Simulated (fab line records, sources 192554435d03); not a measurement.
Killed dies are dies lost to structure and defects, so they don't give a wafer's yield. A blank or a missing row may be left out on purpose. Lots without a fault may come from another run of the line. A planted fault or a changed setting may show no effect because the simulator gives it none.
Which tool did it? | flow n5_finfet | 12 lots, 36 wafers sampled, at 4 steps of a route of 1938

WHAT THE GAUGES READ, wafer by wafer
N5_STI_FIN_REVEAL_THK_MEAS_05.
lot  | measured    | on            | thk_nm (nm)
L075 | day 2 17:28 | film_metro-02 | 133.0 131.9 131.9
L077 | day 3 05:23 | film_metro-01 | 131.1 131.6 130.1
L079 | day 3 15:47 | film_metro-01 | 131.9 133.6 132.6
L081 | day 4 04:04 | film_metro-01 | 130.3 130.6 130.9
L083 | day 4 14:52 | film_metro-02 | 133.1 133.1 133.1
L085 | day 5 05:02 | film_metro-02 | 133.2 133.2 132.2
L087 | day 5 17:10 | film_metro-02 | 130.3 131.5 131.2
L089 | day 6 03:11 | film_metro-02 | 130.4 132.2 129.5
L091 | day 6 16:53 | film_metro-02 | 131.1 132.3 131.8
L093 | day 7 07:14 | film_metro-02 | 131.5 132.0 131.4
L095 | day 7 18:34 | film_metro-01 | 132.3 131.3 133.3
L097 | day 8 06:53 | film_metro-01 | 132.1 133.3 132.7

WHICH TOOL RAN EACH LOT (tool, then ch and the chambers of the sampled wafers, then the start)
lot  | N5_FIN_SAQP_ETCH_64             | N5_FIN_CUT_ETCH_30                | N5_FIN_CUT_CUT_ETCH_28
L075 | rie_si-03 ch 2,3, day 2 08:44   | rie_diel-04 ch 1,3, day 2 09:35   | rie_si-04 ch 0,2, day 2 10:14
L077 | rie_si-03 ch 1,2,3, day 2 21:43 | rie_diel-01 ch 1,2,3, day 2 22:28 | rie_si-05 ch 0,1,3, day 2 23:07
L079 | rie_si-06 ch 0,1,3, day 3 08:29 | rie_diel-01 ch 1,2, day 3 09:20   | rie_si-05 ch 0,1,2, day 3 09:59
L081 | rie_si-01 ch 2,3, day 3 20:53   | rie_diel-04 ch 1,2, day 3 21:45   | rie_si-05 ch 1,2,3, day 3 22:24
L083 | rie_si-03 ch 0,2,3, day 4 07:47 | rie_diel-04 ch 1,2,3, day 4 08:34 | rie_si-04 ch 0,1,2, day 4 09:13
L085 | rie_si-06 ch 2,3, day 4 20:31   | rie_diel-01 ch 0,2,3, day 4 21:25 | rie_si-02 ch 0,1,3, day 4 22:07
L087 | rie_si-01 ch 1,3, day 5 09:49   | rie_diel-02 ch 0,2,3, day 5 10:50 | rie_si-02 ch 1,2, day 5 11:30
L089 | rie_si-03 ch 1,2, day 5 20:01   | rie_diel-04 ch 1,2,3, day 5 20:52 | rie_si-02 ch 0,1,2, day 5 21:31
L091 | rie_si-03 ch 2,3, day 6 09:46   | rie_diel-01 ch 1,2, day 6 10:29   | rie_si-05 ch 2,3, day 6 11:08
L093 | rie_si-01 ch 0,1,2, day 6 23:35 | rie_diel-01 ch 1,2,3, day 7 00:55 | rie_si-04 ch 0,3, day 7 01:34
L095 | rie_si-06 ch 0, day 7 10:35     | rie_diel-01 ch 0,1,2, day 7 12:13 | rie_si-02 ch 1,3, day 7 12:52
L097 | rie_si-03 ch 0,1,2, day 7 23:49 | rie_diel-02 ch 1,3, day 8 00:32   | rie_si-05 ch 1,3, day 8 01:11
- N5_FIN_SAQP_ETCH_64: etches SiO2 in CF4, target depth 1.5 nm.
- N5_FIN_CUT_ETCH_30: etches underlayer in N2/H2, target depth 13 nm, time 10.4 s.
- N5_FIN_CUT_CUT_ETCH_28: etches Si in HBr/Cl2/O2, target depth 6 nm, time 2.4 s.

THE ANSWER, worked out from the rows above alone
Rule: what is usual is taken from the lots themselves. Put in order of their means at a reading, lots are off if they are a third of the lots or fewer, leave a main group of 4 or more, and stand apart from it by a gap of 3 or more times the standard deviation of the main group's means; of several such gaps the widest counts. A main group whose means are all the same, to the digits that the tables above print for the reading, isn't used. A lot without any number at a reading at which 4 lots or more have one is off too. The other lots that the step has rows for count as sound.
No lot is off at any reading shown: from this, nothing can be told.

WHAT THE SIMULATOR HAD PUT IN
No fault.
